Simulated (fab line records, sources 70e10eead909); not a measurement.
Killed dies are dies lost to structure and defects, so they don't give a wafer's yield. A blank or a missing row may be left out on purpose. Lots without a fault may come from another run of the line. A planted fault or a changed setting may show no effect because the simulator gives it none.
A struck lot beside a sound one | flow nand_harc | 15 steps out of a route of 1159
Sound: wafers L658.1, L658.2, L658.3. Struck: wafers L648.1, L648.2, L648.5. The cause comes at the end.
At each step with rows: each side's tool, then ch and its chambers, then its first start. Under that, the readings that differ: sound wafers | struck wafers | difference of the means | sigmas: that difference in standard deviations of wafers without a fault.
alike: readings whose means differ by less than 2 such deviations, and words and numbers that are the same on both sides. not compared: withheld readings, readings that some wafer has no value for, bounds like >300 that may hide the same value, and numbers for which the record gives no deviation and whose values overlap.
The two part at a step that has a row with sigmas, a row that says differs or no value, or rows on one side only. Numbers that don't overlap but have no deviation are shown without sigmas and don't part them. A reading that every wafer of one side lacks parts them only if that side has two wafers or more.

first, 4 steps without rows for these wafers: NHARC_THIN_TSV_EBR_29; NHARC_THIN_TSV_EXPOSE_30 (exposes mask PAD); NHARC_THIN_TSV_PEB_31 (peb time 85 s); NHARC_THIN_TSV_DEVELOP_32 (time 70 s).
NHARC_THIN_TSV_CD_MEAS_33: target cd 5000 nm.
  sound on cd_sem-03 ch 0, day 22 03:46; struck on cd_sem-02 ch 0, day 19 08:54
  alike: cd_nm
then, 1 step without rows for these wafers: NHARC_THIN_TSV_HARDBAKE_34 (time 80 s).
NHARC_THIN_TSV_DESCUM_35: chemistry O2, time 3 s.
  sound on rie_diel-06 ch 0,1,2, day 22 03:56; struck on rie_diel-09 ch 2,3, day 19 09:04
  alike: drypump_motor_current_A, o2_flow_sccm, oes_product_au, rf_vpp_V, showerhead_plenum_p_Torr, throttle_valve_pct
  not compared: rf_hours_counter_h
NHARC_THIN_TSV_ETCH_59: etches the open film in Cl2/BCl3, target depth 880 nm, time 138.1 s.
  sound on rie_metal-01 ch 0,1, day 22 04:03; struck on rie_metal-02 ch 0,1, day 19 09:11
  alike: drypump_motor_current_A, oes_product_au, throttle_valve_pct
  not compared: rf_hours_counter_h
NHARC_THIN_TSV_ETCH_36: etches the open film in Cl2/BCl3, target depth 65 nm, time 18.571 s.
  sound on rie_metal-01 ch 0,1, day 22 04:19; struck on rie_metal-02 ch 0,1, day 19 09:27
  alike: drypump_motor_current_A, oes_product_au
  not compared: rf_hours_counter_h
NHARC_THIN_TSV_STRIP_56: strips in O2.
  sound on plasma_asher-01 ch 0,1, day 22 04:46; struck on plasma_asher-02 ch 0,1, day 19 09:34
  alike: drypump_motor_current_A, heater_power_w, temp_c
  not compared: rf_hours_counter_h
then, 1 step without rows for these wafers: NHARC_THIN_TSV_STRIP_57 (strips in post etch residue remover, time 1200 s).
NHARC_THIN_TSV_CD_MEAS_37:
  sound on cd_sem-03, day 22 05:33; struck on cd_sem-01, day 19 10:22
  alike: cd_nm
NHARC_THIN_TSV_ANNEAL_58: time 1800 s.
  sound on furnace-04 ch 0, day 22 07:29; struck on furnace-07, day 19 13:07
  no value came back on the struck wafers for any of 5 readings (run_length_s (s), spike_tc_bottom_C (C) and others); on the sound wafers run_length_s (s) reads 1807 1807 1807
NHARC_THIN_TSV_INSPECT_40:
  sound on defect_inspect-01, day 22 08:56; struck on defect_inspect-01, day 19 14:34
  alike: raw_defect_count
NHARC_END_SORT_01:
  the record has rows for the struck wafers here (prober-02 ch 0, day 20 01:23) and none for the sound ones

WHERE THEY PART
First at NHARC_THIN_TSV_ANNEAL_58; last, within this record, at NHARC_END_SORT_01.

WHY: what the simulator had put in
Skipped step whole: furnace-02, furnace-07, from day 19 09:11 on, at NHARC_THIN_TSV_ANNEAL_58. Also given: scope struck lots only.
